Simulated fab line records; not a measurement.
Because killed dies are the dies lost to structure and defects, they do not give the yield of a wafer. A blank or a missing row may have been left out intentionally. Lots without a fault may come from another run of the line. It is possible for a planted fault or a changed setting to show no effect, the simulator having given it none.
3 desks, one fault    flow n5-finfet    numbers are kept per desk, each desk with only its own; the story behind them comes last

== THE DEFECT DESK ==
Per lot, the means of the sampled wafers with a number show what the inspections along the route counted. A lot is out of limits, marked OUT, if its mean lies more than 4 standard deviations from the usual mean; the brackets give that distance.
Columns: A = raw-defect-count at N5_BEOL_M6_INSPECT_13, usual 381
lot   first seen here  A
L843  day 8 04:33      255
L847  day 9 11:52      424
L856  day 11 19:41     398
L857  day 12 02:07     300
L859  day 12 14:49     421
This desk's verdict: no lot among the 5 shows anything out of limits.

== DESK OF THE TOOL OWNER: rie-diel-01 ==
The tool's own readings at N5_BEOL_M6_ETCH_62 (etches SOC in N2/H2, target depth 110 nm, overetch 22 nm, time 165 s): means of the sampled wafers that have a number, for each lot that ran on this tool. A lot is out of limits, marked OUT, if its mean lies more than 4 standard deviations from the usual mean; the brackets give that distance.
Columns: A = drypump-motor-current-A at N5_BEOL_M6_ETCH_62, usual 5.8 A; B = oes-product-au at N5_BEOL_M6_ETCH_62, usual 0.65 a.u.; C = rf-vpp-V at N5_BEOL_M6_ETCH_62, usual 524.7 V; D = showerhead-plenum-p-Torr at N5_BEOL_M6_ETCH_62, usual 2.58 Torr; E = temp-c at N5_BEOL_M6_ETCH_62, usual 40.00 C; F = throttle-valve-pct at N5_BEOL_M6_ETCH_62, usual 17.94 %
lot   first seen here  A    B     C      D     E      F
L847  day 9 12:15      6.0  0.64  525.0  2.56  40.05  17.92
L856  day 11 19:55     5.8  0.65  524.2  2.56  39.98  17.90
This desk's verdict: no lot among the 2 shows anything out of limits.

== THE METROLOGY DESK ==
What the gauges read, lot by lot, whatever tool the lot ran on: means of the sampled wafers that have a number. A lot is out of limits, marked OUT, if its mean lies more than 4 standard deviations from the usual mean; the brackets give that distance.
Columns: A = cd-nm at N5_BEOL_M6_CD_MEAS_11, usual 38.8 nm; B = M6_OVL at N5_BEOL_M6_OVL_MEAS_12, usual 0.0 nm
lot   first seen here  A     B
L843  day 8 04:30      38.5  0.0
L847  day 9 11:48      39.4  -0.4
L856  day 11 19:38     39.1  -0.4
L857  day 12 02:04     38.6  0.4
L859  day 12 14:46     38.7  -0.3
This desk's verdict: no lot among the 5 shows anything out of limits.

== TAKEN TOGETHER ==
Nothing the defect desk looked at was out of limits.
Nothing out of limits was seen by the tool owner's desk.
At the metrology desk, nothing out of limits was observed.

== WHAT HAD BEEN PUT IN BY THE SIMULATOR ==
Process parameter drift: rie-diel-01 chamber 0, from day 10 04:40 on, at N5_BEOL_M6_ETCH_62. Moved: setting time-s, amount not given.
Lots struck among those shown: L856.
